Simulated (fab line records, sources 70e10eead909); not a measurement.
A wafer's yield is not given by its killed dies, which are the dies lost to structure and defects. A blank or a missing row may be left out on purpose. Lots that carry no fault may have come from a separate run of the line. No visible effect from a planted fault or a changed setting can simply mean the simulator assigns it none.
Chamber matching :: flow nand harc :: pecvd-03 running NHARC_A_M0_DEP_32: 3 sister chambers
The step deposits SiCN, target thk 30 nm. 3 wafers are shown with their chamber, then 8 later ones without.

== WAFERS PAIRED WITH THEIR CHAMBERS ==
wafer: L084.3
chamber: 2
heater power w (W): 579

wafer: L088.6
chamber: 1
heater power w (W): 467

wafer: L090.1
chamber: 0
heater power w (W): 603

== WAFERS WITHOUT THEIR CHAMBER ==
wafer: L090.3
heater power w (W): 502

wafer: L090.6
heater power w (W): 629

wafer: L094.1
heater power w (W): 660

wafer: L094.3
heater power w (W): 540

wafer: L094.4
heater power w (W): 480

wafer: L095.1
heater power w (W): 534

wafer: L095.3
heater power w (W): 540

wafer: L095.4
heater power w (W): 539

== WHICH CHAMBER EACH WENT THROUGH ==
wafer: L090.3
from the rows above: can't be placed: 1 or 2 or 0
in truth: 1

wafer: L090.6
from the rows above: can't be placed: 0 or 2
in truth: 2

wafer: L094.1
from the rows above: can't be placed: 0 or 2
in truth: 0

wafer: L094.3
from the rows above: can't be placed: 2 or 0 or 1
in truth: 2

wafer: L094.4
from the rows above: 1
in truth: 1

wafer: L095.1
from the rows above: can't be placed: 2 or 1 or 0
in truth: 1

wafer: L095.3
from the rows above: can't be placed: 2 or 0 or 1
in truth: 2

wafer: L095.4
from the rows above: can't be placed: 2 or 0 or 1
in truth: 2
Correctly placed: 1 of 8. These rows do not allow placing 7 (true chamber among the candidates in 7). Wrongly placed: 0.
How it was worked out, from the rows above alone: a wafer's distance from a chamber is the root of the sum, over the readings, of the square of ((its reading less the chamber's mean) divided by the reading's scatter). If the next closest chamber is less than 2 further off than the closest, the wafer can't be placed; otherwise it belongs to the closest. The mean given for a chamber averages the wafers shown for that chamber. The scatter (one wafer shown for each chamber): square how far every hidden wafer sits from the nearest shown wafer, average those squares and take the square root.
